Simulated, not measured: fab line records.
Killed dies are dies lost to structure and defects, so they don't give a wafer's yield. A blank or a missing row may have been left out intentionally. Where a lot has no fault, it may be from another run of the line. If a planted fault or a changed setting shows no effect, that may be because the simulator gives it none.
Which tool is to blame? | flow n5-finfet | 72 wafers from 24 lots sampled at 6 of the route's 1938 steps

## WHAT EACH GAUGE READ, for each wafer
N5_BEOL_M2_RS_MEAS_58: a four-point-probe measurement. Usual: M2_RS gives 0.666 ohm/sq (standard deviation 0.026).
lot  | measured     | on            | M2_RS (ohm/sq)    | flag
L074 | day 7 09:47  | film-metro-02 | 0.689 0.654 0.697 |
L075 | day 7 15:28  | film-metro-01 | 0.659 0.668 0.684 |
L077 | day 7 15:45  | film-metro-02 | 0.630 0.627 0.702 |
L076 | day 7 20:04  | film-metro-01 | 0.685 0.667 0.666 |
L078 | day 8 01:16  | film-metro-01 | 0.673 0.687 0.646 |
L079 | day 8 01:34  | film-metro-02 | 0.622 0.621 0.637 |
L081 | day 8 23:10  | film-metro-02 | 0.642 0.692 0.694 |
L080 | day 9 01:05  | film-metro-02 | 0.689 0.704 0.691 |
L082 | day 9 09:02  | film-metro-02 | 0.661 0.695 0.652 |
L083 | day 9 17:26  | film-metro-01 | 0.709 0.719 0.713 |
L084 | day 9 18:59  | film-metro-01 | 0.682 0.646 0.647 |
L085 | day 9 23:34  | film-metro-02 | 0.654 0.683 0.659 |
L086 | day 10 06:37 | film-metro-01 | 0.680 0.667 0.660 |
L088 | day 10 16:26 | film-metro-02 | 0.670 0.656 0.682 |
L087 | day 10 13:19 | film-metro-02 | 0.729 0.674 0.644 |
L089 | day 11 11:14 | film-metro-01 | 0.696 0.643 0.688 |
L090 | day 11 22:02 | film-metro-02 | 0.619 0.612 0.610 |
L092 | day 12 23:34 | film-metro-01 | 0.705 0.683 0.689 |
L094 | day 13 04:04 | film-metro-01 | 0.663 0.679 0.665 |
L093 | day 12 23:21 | film-metro-01 | 0.649 0.608 0.637 |
L091 | day 13 10:26 | film-metro-02 | 0.640 0.671 0.688 |
L095 | day 13 16:43 | film-metro-01 | 0.697 0.607 0.690 |
L096 | day 14 01:40 | film-metro-01 | 0.702 0.676 0.685 |
L097 | day 13 21:20 | film-metro-02 | 0.659 0.657 0.661 |

## EACH LOT AND THE TOOL THAT RAN IT (in order: tool; ch and the chambers of the sampled wafers; start)
lot  | N5_BEOL_M2_ETCH_69                 | N5_BEOL_M2_ANNEAL_82         | N5_BEOL_M2_SPUTTER_96        | N5_BEOL_M2_ANNEAL_51             | N5_BEOL_M2_CO_CAP_55
L074 | rie-diel-04 ch 1,3, day 6 21:08    | pvd-sputter-01, day 7 07:29  | pvd-sputter-01, day 7 08:44  | rtp-anneal-01 ch 0, day 7 08:55  | cvd-co-01 ch 1,2, day 7 09:35
L075 | rie-diel-04 ch 1,2,3, day 7 04:04  | pvd-sputter-03, day 7 13:11  | pvd-sputter-03, day 7 14:25  | rtp-anneal-02 ch 0, day 7 14:40  | cvd-co-01 ch 0,1,2, day 7 15:17
L077 | rie-diel-05 ch 0,3, day 7 04:08    | pvd-sputter-01, day 7 13:28  | pvd-sputter-01, day 7 14:42  | rtp-anneal-02 ch 0, day 7 14:56  | cvd-co-01 ch 1,2, day 7 15:34
L076 | rie-diel-04 ch 1,2,3, day 7 08:15  | pvd-sputter-02, day 7 17:43  | pvd-sputter-02, day 7 18:58  | rtp-anneal-02 ch 0, day 7 19:10  | cvd-co-01 ch 1,2, day 7 19:51
L078 | rie-diel-04 ch 0,1,3, day 7 16:31  | pvd-sputter-03, day 7 22:59  | pvd-sputter-03, day 8 00:13  | rtp-anneal-02 ch 0, day 8 00:25  | cvd-co-02 ch 0,1, day 8 01:05
L079 | rie-diel-01 ch 1,3, day 7 18:08    | pvd-sputter-01, day 7 23:14  | pvd-sputter-01, day 8 00:28  | rtp-anneal-02 ch 0, day 8 00:41  | cvd-co-02 ch 0,1,2, day 8 01:22
L081 | rie-diel-01 ch 1,2, day 8 15:05    | pvd-sputter-01, day 8 20:53  | pvd-sputter-01, day 8 22:07  | rtp-anneal-01 ch 0, day 8 22:22  | cvd-co-01 ch 0,2, day 8 22:59
L080 | rie-diel-04 ch 2, day 8 15:14      | pvd-sputter-01, day 8 22:46  | pvd-sputter-01, day 9 00:00  | rtp-anneal-01 ch 0, day 9 00:13  | cvd-co-02 ch 0,2, day 9 00:53
L082 | rie-diel-05 ch 0,2,3, day 9 01:50  | pvd-sputter-02, day 9 06:44  | pvd-sputter-02, day 9 07:59  | rtp-anneal-01 ch 0, day 9 08:14  | cvd-co-01 ch 0,1, day 9 08:51
L083 | rie-diel-01 ch 0,1,3, day 9 02:00  | pvd-sputter-03, day 9 14:23  | pvd-sputter-03, day 9 15:38  | rtp-anneal-02 ch 0, day 9 16:41  | cvd-co-01 ch 0,2, day 9 17:16
L084 | rie-diel-05 ch 1,2,3, day 9 02:04  | pvd-sputter-03, day 9 16:40  | pvd-sputter-03, day 9 17:55  | rtp-anneal-02 ch 0, day 9 18:09  | cvd-co-01 ch 1,2, day 9 18:46
L085 | rie-diel-04 ch 2,3, day 9 06:59    | pvd-sputter-02, day 9 21:14  | pvd-sputter-02, day 9 22:29  | rtp-anneal-01 ch 0, day 9 22:43  | cvd-co-01 ch 0,1, day 9 23:20
L086 | rie-diel-04 ch 0,3, day 9 16:31    | pvd-sputter-02, day 10 04:18 | pvd-sputter-02, day 10 05:32 | rtp-anneal-02 ch 0, day 10 05:47 | cvd-co-01 ch 0,2, day 10 06:25
L088 | rie-diel-05 ch 0,1,2, day 10 04:21 | pvd-sputter-01, day 10 14:07 | pvd-sputter-01, day 10 15:21 | rtp-anneal-01 ch 0, day 10 15:34 | cvd-co-02 ch 0,1,2, day 10 16:14
L087 | rie-diel-05 ch 0,1, day 10 04:57   | pvd-sputter-03, day 10 10:38 | pvd-sputter-03, day 10 12:01 | rtp-anneal-01 ch 0, day 10 12:28 | cvd-co-01 ch 1,2, day 10 13:08
L089 | rie-diel-04 ch 0,2, day 10 22:44   | pvd-sputter-03, day 11 08:53 | pvd-sputter-03, day 11 10:07 | rtp-anneal-02 ch 0, day 11 10:22 | cvd-co-01 ch 0,2, day 11 11:03
L090 | rie-diel-05 ch 0,2,3, day 11 13:34 | pvd-sputter-01, day 11 19:40 | pvd-sputter-01, day 11 20:55 | rtp-anneal-01 ch 0, day 11 21:13 | cvd-co-01 ch 1,2, day 11 21:51
L092 | rie-diel-05 ch 1,3, day 11 22:16   | pvd-sputter-02, day 12 21:16 | pvd-sputter-02, day 12 22:31 | rtp-anneal-02 ch 0, day 12 22:43 | cvd-co-01 ch 0,1, day 12 23:23
L094 | rie-diel-01 ch 0,1,2, day 12 11:09 | pvd-sputter-01, day 13 01:46 | pvd-sputter-01, day 13 03:01 | rtp-anneal-01 ch 0, day 13 03:13 | cvd-co-02 ch 0,1,2, day 13 03:52
L093 | rie-diel-01 ch 0,1, day 12 12:51   | pvd-sputter-03, day 12 21:04 | pvd-sputter-03, day 12 22:18 | rtp-anneal-01 ch 0, day 12 22:35 | cvd-co-02 ch 1,2, day 12 23:10
L091 | rie-diel-05 ch 0,1, day 12 20:16   | pvd-sputter-02, day 13 08:09 | pvd-sputter-02, day 13 09:23 | rtp-anneal-01 ch 0, day 13 09:35 | cvd-co-01 ch 0,2, day 13 10:16
L095 | rie-diel-05 ch 0,3, day 12 21:17   | pvd-sputter-02, day 13 14:25 | pvd-sputter-02, day 13 15:40 | rtp-anneal-02 ch 0, day 13 15:59 | cvd-co-01 ch 0,1,2, day 13 16:34
L096 | rie-diel-05 ch 0,1,2, day 12 23:26 | pvd-sputter-02, day 13 23:23 | pvd-sputter-02, day 14 00:37 | rtp-anneal-01 ch 0, day 14 00:52 | cvd-co-02 ch 0,1,2, day 14 01:29
L097 | rie-diel-01 ch 0,1,2, day 13 04:05 | pvd-sputter-03, day 13 18:58 | pvd-sputter-03, day 13 20:12 | rtp-anneal-01 ch 0, day 13 20:24 | cvd-co-02 ch 0,1,2, day 13 21:09
- N5_BEOL_M2_ETCH_69: etches SiARC in CF4, target depth 15.6 nm, time 26 s.
- N5_BEOL_M2_ANNEAL_82: time 240 s.
- N5_BEOL_M2_SPUTTER_96: material Cu, target thk 4.5 nm, time 8.29 s.
- N5_BEOL_M2_ANNEAL_51: time 90 s.
- N5_BEOL_M2_CO_CAP_55: material Co, precursor CCTBA/H2, target thk 2 nm, time 102.1 s.

## WHAT THE TOOLS THEMSELVES READ (means of the sampled wafers that have a number; where no wafer has one, the mark that the record gives instead)
N5_BEOL_M2_ETCH_69. Usual: drypump-motor-current-A 5.9 A, standard deviation 0.43; etch-rf-on-time-s 26.1 s, standard deviation 0.31; oes-product-au 0.67 a.u., standard deviation 0.069; rf-vpp-V 184.2 V, standard deviation 1; showerhead-plenum-p-Torr 2.15 Torr, standard deviation 0.055; throttle-valve-pct 15.71 %, standard deviation 0.2.
lot  | tool        | drypump-motor-current-A (A) | etch-rf-on-time-s (s) | oes-product-au (a.u.) | rf-vpp-V (V) | showerhead-plenum-p-Torr (Torr) | throttle-valve-pct (%) | flag
L074 | rie-diel-04 | 6.0                         | 26.2                  | 0.66                  | 184.0        | 2.14                            | 15.69                  |
L075 | rie-diel-04 | 5.7                         | 26.2                  | 0.67                  | 184.2        | 2.15                            | 15.71                  |
L077 | rie-diel-05 | 5.9                         | 26.1                  | 0.71                  | 183.8        | 2.14                            | 15.72                  |
L076 | rie-diel-04 | 5.7                         | 25.9                  | 0.67                  | 184.8        | 2.15                            | 15.72                  |
L078 | rie-diel-04 | 6.0                         | 26.0                  | 0.65                  | 184.1        | 2.17                            | 15.69                  |
L079 | rie-diel-01 | 5.3                         | 25.8                  | 0.66                  | 183.7        | 2.15                            | 15.83                  |
L081 | rie-diel-01 | 5.4                         | 25.8                  | 0.63                  | 184.4        | 2.16                            | 15.74                  |
L080 | rie-diel-04 | 5.6                         | 26.4                  | 0.60                  | 184.2        | 2.13                            | 15.92                  |
L082 | rie-diel-05 | 5.9                         | 26.0                  | 0.67                  | 184.7        | 2.18                            | 15.79                  |
L083 | rie-diel-01 | 5.8                         | 26.0                  | 0.68                  | 184.7        | 2.12                            | 15.72                  |
L084 | rie-diel-05 | 6.2                         | 25.8                  | 0.66                  | 185.0        | 2.14                            | 15.72                  |
L085 | rie-diel-04 | 5.5                         | 26.0                  | 0.72                  | 184.5        | 2.17                            | 15.63                  |
L086 | rie-diel-04 | 6.0                         | 25.9                  | 0.78                  | 185.1        | 2.19                            | 15.39                  |
L088 | rie-diel-05 | 6.1                         | 26.3                  | 0.65                  | 184.4        | 2.20                            | 15.71                  |
L087 | rie-diel-05 | 6.0                         | 26.1                  | 0.68                  | 185.2        | 2.21                            | 15.63                  |
L089 | rie-diel-04 | 5.8                         | 26.2                  | 0.65                  | 183.4        | 2.15                            | 15.75                  |
L090 | rie-diel-05 | 5.9                         | 26.1                  | 0.65                  | 184.7        | 2.17                            | 15.83                  |
L092 | rie-diel-05 | 6.1                         | 25.7                  | 0.66                  | 182.6        | 2.09                            | 15.73                  |
L094 | rie-diel-01 | 5.7                         | 25.9                  | 0.70                  | 183.6        | 2.13                            | 15.54                  |
L093 | rie-diel-01 | 5.9                         | 26.0                  | 0.65                  | 183.3        | 2.11                            | 15.76                  |
L091 | rie-diel-05 | 6.0                         | 26.4                  | 0.66                  | 184.2        | 2.20                            | 15.68                  |
L095 | rie-diel-05 | 5.9                         | 26.0                  | 0.67                  | 184.0        | 2.12                            | 15.80                  |
L096 | rie-diel-05 | 6.1                         | 26.3                  | 0.63                  | 184.6        | 2.19                            | 15.77                  |
L097 | rie-diel-01 | 5.7                         | 26.2                  | 0.69                  | 183.8        | 2.13                            | 15.56                  |

N5_BEOL_M2_ANNEAL_82. Usual: heater-power-w at 879 W, with a standard deviation of 96.
lot  | tool           | heater-power-w (W) | flag
L074 | pvd-sputter-01 | 835                |
L075 | pvd-sputter-03 | 869                |
L077 | pvd-sputter-01 | 913                |
L076 | pvd-sputter-02 | 933                |
L078 | pvd-sputter-03 | 946                |
L079 | pvd-sputter-01 | 863                |
L081 | pvd-sputter-01 | 848                |
L080 | pvd-sputter-01 | 925                |
L082 | pvd-sputter-02 | 938                |
L083 | pvd-sputter-03 | 853                |
L084 | pvd-sputter-03 | 867                |
L085 | pvd-sputter-02 | 963                |
L086 | pvd-sputter-02 | 930                |
L088 | pvd-sputter-01 | 852                |
L087 | pvd-sputter-03 | 789                |
L089 | pvd-sputter-03 | 873                |
L090 | pvd-sputter-01 | 815                |
L092 | pvd-sputter-02 | 976                |
L094 | pvd-sputter-01 | 812                |
L093 | pvd-sputter-03 | 892                |
L091 | pvd-sputter-02 | 977                |
L095 | pvd-sputter-02 | 944                |
L096 | pvd-sputter-02 | 952                |
L097 | pvd-sputter-03 | 880                |

N5_BEOL_M2_SPUTTER_96. Usual: chuck-sensor-temp-C -16.1 C, standard deviation 0.65; throttle-valve-pct 29.9 %, standard deviation 1.2.
lot  | tool           | chuck-sensor-temp-C (C) | throttle-valve-pct (%) | flag
L074 | pvd-sputter-01 | -17.1                   | 29.6                   |
L075 | pvd-sputter-03 | -16.3                   | 30.8                   |
L077 | pvd-sputter-01 | -15.9                   | 29.5                   |
L076 | pvd-sputter-02 | -15.6                   | 30.3                   |
L078 | pvd-sputter-03 | -17.0                   | 30.5                   |
L079 | pvd-sputter-01 | -16.0                   | 29.1                   |
L081 | pvd-sputter-01 | -16.1                   | 29.2                   |
L080 | pvd-sputter-01 | -15.9                   | 29.4                   |
L082 | pvd-sputter-02 | -15.8                   | 30.0                   |
L083 | pvd-sputter-03 | -16.6                   | 29.9                   |
L084 | pvd-sputter-03 | -16.4                   | 30.7                   |
L085 | pvd-sputter-02 | -15.7                   | 30.1                   |
L086 | pvd-sputter-02 | -15.7                   | 30.0                   |
L088 | pvd-sputter-01 | -16.0                   | 29.1                   |
L087 | pvd-sputter-03 | -16.0                   | 30.1                   |
L089 | pvd-sputter-03 | -16.1                   | 30.9                   |
L090 | pvd-sputter-01 | -16.6                   | 29.1                   |
L092 | pvd-sputter-02 | -15.8                   | 29.8                   |
L094 | pvd-sputter-01 | -16.6                   | 29.1                   |
L093 | pvd-sputter-03 | -15.9                   | 31.9                   |
L091 | pvd-sputter-02 | -15.8                   | 29.9                   |
L095 | pvd-sputter-02 | -15.9                   | 29.5                   |
L096 | pvd-sputter-02 | -16.0                   | 29.2                   |
L097 | pvd-sputter-03 | -16.2                   | 30.8                   |

N5_BEOL_M2_ANNEAL_51. Usual: anneal-temp-c 225.05 C, standard deviation 0.18; wafer_temp_C_max 226.1, standard deviation 0.3.
lot  | tool          | anneal-temp-c (C) | wafer_temp_C_max | flag
L074 | rtp-anneal-01 | 224.93            | 225.9            |
L075 | rtp-anneal-02 | 225.21            | 226.0            |
L077 | rtp-anneal-02 | 225.10            | 226.2            |
L076 | rtp-anneal-02 | 225.03            | 226.3            |
L078 | rtp-anneal-02 | 225.22            | 226.1            |
L079 | rtp-anneal-02 | 224.91            | 226.4            |
L081 | rtp-anneal-01 | 225.11            | 226.0            |
L080 | rtp-anneal-01 | 224.96            | 226.0            |
L082 | rtp-anneal-01 | 224.76            | 225.9            |
L083 | rtp-anneal-02 | 224.88            | 226.2            |
L084 | rtp-anneal-02 | 225.13            | 226.5            |
L085 | rtp-anneal-01 | 225.24            | 225.6            |
L086 | rtp-anneal-02 | 224.81            | 226.1            |
L088 | rtp-anneal-01 | 225.02            | 225.8            |
L087 | rtp-anneal-01 | 225.18            | 225.7            |
L089 | rtp-anneal-02 | 225.00            | 226.2            |
L090 | rtp-anneal-01 | 224.91            | 225.8            |
L092 | rtp-anneal-02 | 224.81            | 226.3            |
L094 | rtp-anneal-01 | 224.96            | 225.9            |
L093 | rtp-anneal-01 | 225.15            | 225.9            |
L091 | rtp-anneal-01 | 225.02            | 226.0            |
L095 | rtp-anneal-02 | 225.07            | 226.4            |
L096 | rtp-anneal-01 | 224.97            | 225.7            |
L097 | rtp-anneal-01 | 225.19            | 226.0            |

N5_BEOL_M2_CO_CAP_55. Usual: heater-power-w at 226 W, with a standard deviation of 48.
lot  | tool      | heater-power-w (W) | flag
L074 | cvd-co-01 | 190                |
L075 | cvd-co-01 | 225                |
L077 | cvd-co-01 | 187                |
L076 | cvd-co-01 | 181                |
L078 | cvd-co-02 | 247                |
L079 | cvd-co-02 | 228                |
L081 | cvd-co-01 | 268                |
L080 | cvd-co-02 | 214                |
L082 | cvd-co-01 | 223                |
L083 | cvd-co-01 | 231                |
L084 | cvd-co-01 | 190                |
L085 | cvd-co-01 | 224                |
L086 | cvd-co-01 | 232                |
L088 | cvd-co-02 | 228                |
L087 | cvd-co-01 | 185                |
L089 | cvd-co-01 | 231                |
L090 | cvd-co-01 | 190                |
L092 | cvd-co-01 | 224                |
L094 | cvd-co-02 | 233                |
L093 | cvd-co-02 | 243                |
L091 | cvd-co-01 | 269                |
L095 | cvd-co-01 | 229                |
L096 | cvd-co-02 | 235                |
L097 | cvd-co-02 | 231                |

## THE ANSWER, worked out from the rows above alone
Rule: a lot counts as off when the mean over its wafers that have a number is more than 3 standard deviations away from the usual mean. A lot without any number at a reading at which 4 lots or more have one is off too. All remaining lots with rows at the step are treated as sound. The gauges are gone through in route order, then the tools' own readings, and for those a lot's mean is taken as printed above. At the first step where some lot is off, the reading lying furthest off is the one used; lots without a number count as furthest.
Across all readings shown, no lot is off: no conclusion can be drawn from this.

## WHAT THE SIMULATOR HAD PUT IN
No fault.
